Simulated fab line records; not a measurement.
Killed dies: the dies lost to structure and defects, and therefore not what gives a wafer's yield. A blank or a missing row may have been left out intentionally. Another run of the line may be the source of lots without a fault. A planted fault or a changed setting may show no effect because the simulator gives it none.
The tool behind it: which one? ; flow nand-harc ; 30 wafers from 10 lots sampled at 7 of the route's 1302 steps

== WHAT THE GAUGES SHOWED, per wafer ==
NHARC_P_STI_CD_MEAS_09 targets a cd of 200 nm.
lot;measured;on;cd-nm (nm)
L341;day 3 03:40;cd-sem-03;202.1 200.8 202.4
L340;day 3 03:50;cd-sem-01;202.0 199.3 204.7
L342;day 3 14:25;cd-sem-02;201.8 200.5 204.3
L346;day 5 06:48;cd-sem-02;201.4 202.7 201.6
L347;day 5 16:22;cd-sem-02;198.9 201.3 199.3
L351;day 7 10:40;cd-sem-03;201.2 200.8 201.7
L352;day 7 20:09;cd-sem-03;180.7 183.6 185.2 180.6 183.6 185.3
L361;day 11 12:49;cd-sem-03;199.3 201.4 200.7
L362;day 11 22:25;cd-sem-02;197.4 199.8 201.2
L363;day 12 08:48;cd-sem-02;199.3 199.7 201.5

NHARC_P_STI_OCD_MEAS_17.
lot;measured;on;trench-depth-nm (nm);trench-foot-cd-nm (nm)
L341;day 3 04:28;ocd-01;306 295 291;159.4 159.2 162.3
L340;day 3 04:37;ocd-02;301 296 296;160.0 158.9 162.9
L342;day 3 15:12;ocd-02;301 289 302;159.6 159.7 162.1
L346;day 5 07:37;ocd-02;304 299 300;158.7 161.6 159.8
L347;day 5 17:11;ocd-01;300 302 295;156.6 159.7 158.4
L351;day 7 11:26;ocd-01;304 292 304;158.7 160.2 158.9
L352;day 8 02:55;ocd-01;292 307 288 292 307 289;139.5 140.7 145.3 139.7 140.8 145.4
L361;day 11 13:36;ocd-02;294 304 297;157.9 159.1 158.9
L362;day 11 23:22;ocd-01;305 308 296;154.7 156.4 159.3
L363;day 12 09:35;ocd-02;293 302 293;158.6 157.9 159.9

NHARC_END_SORT_01.
lot;measured;on;killed-at-array;killed-at-other;killed-at-periphery;killed-dies;killed-open;killed-short
L352;day 29 17:14;prober-02;45;0;6;51;3;0

== WHAT TOOL EACH LOT RAN ON (gives the tool, then ch and the chambers of the sampled wafers, and finally the start) ==
lot;NHARC_P_STI_EXPOSE_06;NHARC_P_STI_CMP_21;NHARC_P_GATE_ETCH_104;NHARC_P_GATE_STRIP_108
L341;krf-scanner-01 ch 0, day 3 03:31;cmp-01 ch 0,2,3, day 3 21:34;rie-diel-09 ch 0,1,2, day 5 04:15;rie-diel-03 ch 1,2,3, day 5 04:48
L340;krf-scanner-03 ch 0, day 3 03:41;cmp-02 ch 0,1,3, day 3 21:31;rie-diel-03 ch 0,2,3, day 5 04:05;rie-diel-01 ch 1,2,3, day 5 04:37
L342;krf-scanner-03 ch 0, day 3 14:16;cmp-03 ch 0,1,3, day 4 10:02;rie-diel-01 ch 0,2, day 5 16:44;rie-diel-09 ch 0,1,2, day 5 17:17
L346;krf-scanner-04 ch 0, day 5 06:40;cmp-01 ch 2,3, day 6 05:14;rie-diel-03 ch 1,3, day 7 13:26;rie-diel-09 ch 0,3, day 7 14:01
L347;krf-scanner-03 ch 0, day 5 16:13;cmp-03 ch 0,2,3, day 6 11:11;rie-diel-09 ch 0,2,3, day 7 20:02;rie-diel-01 ch 1,2,3, day 7 20:35
L351;krf-scanner-03 ch 0, day 7 10:31;cmp-03 ch 1,2,3, day 8 04:17;rie-diel-03 ch 1,2, day 9 12:33;rie-diel-09 ch 0,1,2, day 9 13:07
L352;krf-scanner-03 ch 0, day 7 20:00;cmp-03 ch 1,2, day 8 17:11;rie-diel-01 ch 1,2,3, day 9 21:01;rie-diel-03 ch 0,2,3, day 9 21:33
L361;krf-scanner-01 ch 0, day 11 12:40;cmp-02 ch 0,3, day 12 07:39;rie-diel-09 ch 0,1,3, day 13 17:38;rie-diel-03 ch 1,2, day 13 18:11
L362;krf-scanner-03 ch 0, day 11 22:16;cmp-01 ch 1,2,3, day 12 19:25;rie-diel-03 ch 1,2,3, day 14 08:01;rie-diel-01 ch 0,1,2, day 14 08:34
L363;krf-scanner-01 ch 0, day 12 08:40;cmp-03 ch 0,2, day 13 05:20;rie-diel-01 ch 0,2, day 14 12:39;rie-diel-01 ch 0,3, day 14 13:11
- NHARC_P_STI_EXPOSE_06: exposes mask P STI, target cd 200 nm.
- NHARC_P_STI_CMP_21: polishes, t overpolish 20 s, target thk 380.67 nm.
- NHARC_P_GATE_ETCH_104: etches the open film in CF4/CHF3, target depth 60 nm.
- NHARC_P_GATE_STRIP_108: strips in O2.

== WHAT THE TOOLS THEMSELVES READ (means of the sampled wafers that have a number; where no wafer has one, the mark that the record gives instead) ==
NHARC_P_STI_CMP_21.
lot;tool;motor-current-A (A);overpolish-run-s (s);retaining-ring-pressure-frac
L341;cmp-01;11.6;20.001;0.997
L340;cmp-02;11.8;20.000;0.997
L342;cmp-03;11.6;19.999;1.000
L346;cmp-01;12.0;19.992;1.005
L347;cmp-03;12.2;20.000;0.994
L351;cmp-03;11.1;19.998;1.002
L352;cmp-03;11.4;20.000;1.001
L361;cmp-02;12.9;19.999;0.995
L362;cmp-01;11.7;19.994;0.996
L363;cmp-03;12.8;20.014;1.002

NHARC_P_GATE_ETCH_104.
lot;tool;cf4-flow-sccm (sccm);drypump-motor-current-A (A);mfc-ar-sccm (sccm);oes-product-au (a.u.);rf-vpp-V (V);showerhead-plenum-p-Torr (Torr);throttle-valve-pct (%)
L341;rie-diel-09;100.0;5.8;0.014;0.950;371.2;1.60;16.797
L340;rie-diel-03;99.8;5.6;0.007;0.980;369.8;1.54;16.803
L342;rie-diel-01;100.2;6.2;0.000;0.919;371.4;1.59;16.792
L346;rie-diel-03;99.7;5.7;0.006;0.967;371.1;1.58;16.794
L347;rie-diel-09;99.8;6.2;0.014;0.965;370.0;1.56;16.808
L351;rie-diel-03;99.9;5.2;0.000;0.934;367.4;1.50;16.801
L352;rie-diel-01;99.9;5.9;0.009;0.968;370.0;1.54;16.810
L361;rie-diel-09;100.0;5.8;0.004;0.949;369.4;1.55;16.793
L362;rie-diel-03;100.3;5.5;0.003;0.935;369.6;1.54;16.810
L363;rie-diel-01;100.2;6.1;0.000;0.975;370.6;1.59;16.801

NHARC_P_GATE_STRIP_108.
lot;tool;drypump-motor-current-A (A);mfc-ar-sccm (sccm);oes-product-au (a.u.);rf-vpp-V (V);showerhead-plenum-p-Torr (Torr);throttle-valve-pct (%)
L341;rie-diel-03;5.5;0.003;0.988;57.3;3.45;17.030
L340;rie-diel-01;5.9;0.009;1.004;57.1;3.46;17.036
L342;rie-diel-09;5.8;0.014;1.001;58.0;3.58;17.022
L346;rie-diel-09;6.3;0.004;0.998;57.2;3.39;17.031
L347;rie-diel-01;5.9;0.009;1.006;57.5;3.46;17.040
L351;rie-diel-09;5.8;0.014;0.994;58.3;3.58;17.027
L352;rie-diel-03;5.6;0.007;1.005;57.2;3.45;17.035
L361;rie-diel-03;5.4;0.000;1.001;57.8;3.43;17.035
L362;rie-diel-01;6.0;0.002;1.005;57.8;3.47;17.029
L363;rie-diel-01;6.5;0.013;0.990;58.1;3.49;17.042

== THE ANSWER, worked out from the rows above alone ==
Rule: usual is defined by the lots themselves. Put in order of their means at a reading, lots are off if they are a third of the lots or fewer, leave a main group of 4 or more, and stand apart from it by a gap of 3 or more times the standard deviation of the main group's means; of several such gaps the widest counts. The tables above print the reading to a certain number of digits; a main group whose means all agree to those digits is not used. A lot without any number at a reading at which 4 lots or more have one is off too. Where the step has rows for the other lots, those lots are counted as sound. The gauges are gone through in route order, then the tools' own readings, and for those a lot's mean is taken as printed above. At the first step where some lot is off, the reading lying furthest off is the one used; lots without a number count as furthest.
Off at NHARC_P_STI_CD_MEAS_09 (cd-nm): L352. The main group has a mean of 201.0 nm with a standard deviation of 0.98.
A tool fits if, at a process step before that reading, it ran every lot that is off, and no sound lot after the first of them. Not tried: the gauges at NHARC_P_STI_CD_MEAS_09; whatever is off there is also off at NHARC_P_STI_OCD_MEAS_17, on other tools, and gauge error can't account for it. Not one of the candidates tried fits.

== WHAT WAS PUT IN BY THE SIMULATOR ==
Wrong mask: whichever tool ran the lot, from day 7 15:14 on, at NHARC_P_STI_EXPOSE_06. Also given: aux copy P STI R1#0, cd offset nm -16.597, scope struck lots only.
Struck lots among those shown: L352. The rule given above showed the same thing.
